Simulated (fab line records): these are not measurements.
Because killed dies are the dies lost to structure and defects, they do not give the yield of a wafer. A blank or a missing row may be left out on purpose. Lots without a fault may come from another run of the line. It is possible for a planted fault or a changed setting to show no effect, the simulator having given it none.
Struck lot and sound lot, side by side :: flow n5-finfet :: 15 out of 1938 route steps
Sound: wafers L306.2, L306.4, L306.5. Wafers struck: L317.1, L317.4, L317.5. The cause is named last.
At each step with rows: each side's tool, then ch and its chambers, then its first start. Under that, the readings that differ: sound wafers :: struck wafers :: difference of the means :: sigmas: that difference in standard deviations of wafers without a fault.
alike: a reading whose means differ by less than 2 such deviations, as well as words and numbers matching on both sides. not compared: withheld readings; readings where some wafer has no value; bounds like >300 that might hide an equal value; numbers whose values overlap and for which the record gives no deviation.
The two part at a step that has a row with sigmas, a row that says differs or no value, or rows on one side only. Numbers that don't overlap but have no deviation are shown without sigmas and don't part them. A reading that every wafer of one side lacks parts them only if that side has two wafers or more.

N5_BEOL_M15_SPUTTER_43: material TaN, target thk 15 nm, time 24.19 s.
  struck on pvd-sputter-02, day 15 10:55; sound on pvd-sputter-03, day 12 19:28
  alike: chamber-pressure-pa, throttle-valve-pct
N5_BEOL_M15_SPUTTER_44: material Ta, target thk 15 nm, time 24.19 s.
  struck on pvd-sputter-02, day 15 11:00; sound on pvd-sputter-03, day 12 19:33
  alike: chamber-pressure-pa, throttle-valve-pct
then, 3 steps without rows for these wafers: N5_BEOL_M15_SPUTTER_45 (material Cu, target thk 100 nm, time 16.67 s); N5_BEOL_M15_ECD_47 (material Cu, target thk 1860 nm); N5_BEOL_M15_ANNEAL_48 (time 90 s).
N5_BEOL_M15_CMP_49: polishes, stops on SiO2, t overpolish 4.9 s, target thk 850 nm.
  sound on cmp-01 ch 1,2,3, day 12 20:50; struck on cmp-01 ch 0,2, day 15 11:46
  alike: barrier-field-endpoint-s, motor-current-A, overpolish-run-s
N5_BEOL_M15_THK_MEAS_50: measures by xrf.
  struck on film-metro-02, day 15 12:02; sound on film-metro-02, day 12 21:06
  alike: M15_THK
then, 1 step without rows for these wafers: N5_BEOL_M15_PRE_CLEAN_52 (time 15 s).
N5_BEOL_M15_DEP_53: deposits SiCN from 3MS/NH3, target thk 50 nm, time 17.8 s.
  sound on pecvd-03 ch 1,2, day 12 21:10; struck on pecvd-04 ch 0,1, day 15 12:05
  alike: showerhead-plenum-p-Torr, throttle-valve-pct
N5_BEOL_M15_RS_MEAS_54: measures by four-point-probe.
  struck on film-metro-02, day 15 12:10; sound on film-metro-02, day 12 21:14
  alike: M15_RS
N5_BEOL_M15_INSPECT_55: inspects for defects (darkfield).
  struck on defect-inspect-02, day 15 12:11; sound on defect-inspect-01, day 12 21:15
  alike: raw-defect-count
N5_BEOL_M15_RC_MEAS_101:
  sound on prober-01 ch 0, day 12 21:26; struck on prober-02 ch 0, day 15 12:13
  alike: COMB_M10, COMB_M11, COMB_M12, COMB_M13, COMB_M14, COMB_M14_max_site, COMB_M15, COMB_M5, COMB_M6, COMB_M7, COMB_M8, COMB_M9, SERP_M10, SERP_M11, SERP_M11_max_site, SERP_M12, SERP_M13, SERP_M14, SERP_M5, SERP_M5_max_site, SERP_M6, SERP_M7, SERP_M8, SERP_M9
N5_PASSIVATION_PECVD_00: deposits SiO2 from SiH4/N2O, target thk 200 nm, time 11.2 s.
  sound on pecvd-01 ch 0,1,2, day 12 22:14; struck on pecvd-01 ch 0,2, day 15 13:10
  no value came back on the struck wafers for any of 5 readings (chamber-pressure-Torr (Torr), heater-power-outer-w (W) and others); on the sound wafers chamber-pressure-Torr (Torr) reads 2.700 2.697 2.693
N5_MIM_BOT_DEGAS_01: time 60 s.
  struck on pvd-sputter-02, day 15 14:31; sound on pvd-sputter-02, day 12 23:49
  alike: heater-power-w
N5_PASSIVATION_PROBE_49:
  the record has rows for the sound wafers here (prober-01, day 13 10:32) and none for the struck ones

== WHERE THEY PART ==
First at N5_PASSIVATION_PECVD_00; last, within this record, at N5_PASSIVATION_PROBE_49.

WHY: whatever the simulator had introduced
Entire step skipped (pecvd-01, N5_PASSIVATION_PECVD_00), from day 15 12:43 onward. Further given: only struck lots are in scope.
